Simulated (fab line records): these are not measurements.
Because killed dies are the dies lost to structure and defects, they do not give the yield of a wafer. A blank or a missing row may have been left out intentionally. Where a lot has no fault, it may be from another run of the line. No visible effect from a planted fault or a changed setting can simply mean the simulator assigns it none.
Matching of chambers | flow n5_finfet | rie_diel-05 running N5_BEOL_M9_ETCH_65: 4 sister chambers
The step etches SiARC in CF4, target depth 15.6 nm, time 26 s. 16 wafers are shown with their chamber, then 8 later ones without.

== WAFERS PAIRED WITH THEIR CHAMBERS ==
wafer  | chamber | showerhead_plenum_p_Torr (Torr) | throttle_valve_pct (%) | oes_product_au (a.u.)
L074.1 | 3       | 2.09                            | 15.30                  | 0.73
L074.3 | 2       | 2.27                            | 15.64                  | 0.79
L074.5 | 3       | 2.09                            | 15.33                  | 0.73
L076.1 | 1       | 2.27                            | 15.83                  | 0.71
L076.4 | 0       | 2.26                            | 15.56                  | 0.70
L076.6 | 0       | 2.26                            | 15.56                  | 0.71
L077.1 | 1       | 2.27                            | 15.81                  | 0.71
L077.4 | 0       | 2.26                            | 15.58                  | 0.69
L077.6 | 3       | 2.09                            | 15.31                  | 0.72
L082.1 | 2       | 2.26                            | 15.67                  | 0.75
L082.4 | 1       | 2.27                            | 15.86                  | 0.70
L082.5 | 1       | 2.27                            | 15.84                  | 0.69
L084.2 | 1       | 2.26                            | 15.86                  | 0.69
L084.5 | 2       | 2.26                            | 15.70                  | 0.75
L084.6 | 1       | 2.26                            | 15.87                  | 0.69
L086.1 | 1       | 2.26                            | 15.87                  | 0.69

SIGNATURES, as means of the wafers listed above
reading                  | chamber 0 | chamber 1 | chamber 2 | chamber 3 | scatter within a chamber
showerhead_plenum_p_Torr | 2.2600    | 2.2657    | 2.2633    | 2.0900    | 0.00445
throttle_valve_pct       | 15.5667   | 15.8486   | 15.6700   | 15.3133   | 0.0216
oes_product_au           | 0.7000    | 0.6971    | 0.7633    | 0.7267    | 0.0125
Rule: for a wafer and a chamber, the distance is found by dividing, reading by reading, the gap between the wafer's reading and the chamber's mean by the reading's scatter, squaring, summing and taking the root. If the next closest chamber is less than 2 further off than the closest, the wafer can't be placed; otherwise it belongs to the closest. The scatter: take each reading less its chamber's mean, square it, sum over the shown wafers, divide by the number of wafers less the number of chambers, and take the root.

== WAFERS MISSING THEIR CHAMBER ==
wafer  | showerhead_plenum_p_Torr (Torr) | throttle_valve_pct (%) | oes_product_au (a.u.)
L086.3 | 2.25                            | 15.60                  | 0.68
L086.5 | 2.26                            | 15.69                  | 0.75
L090.3 | 2.26                            | 15.86                  | 0.68
L090.4 | 2.26                            | 15.71                  | 0.74
L090.6 | 2.25                            | 15.61                  | 0.67
L092.3 | 2.25                            | 15.61                  | 0.68
L092.5 | 2.26                            | 15.72                  | 0.74
L092.6 | 2.08                            | 15.36                  | 0.69

== WHICH CHAMBER EACH ONE RAN IN ==
wafer  | from the rows above | in truth
L086.3 | 0                   | 0
L086.5 | 2                   | 2
L090.3 | 1                   | 1
L090.4 | 2                   | 2
L090.6 | 0                   | 0
L092.3 | 0                   | 0
L092.5 | 2                   | 2
L092.6 | 3                   | 3
Placed correctly: 8 of 8. Left unplaced by these rows: 0. Wrongly placed: 0.
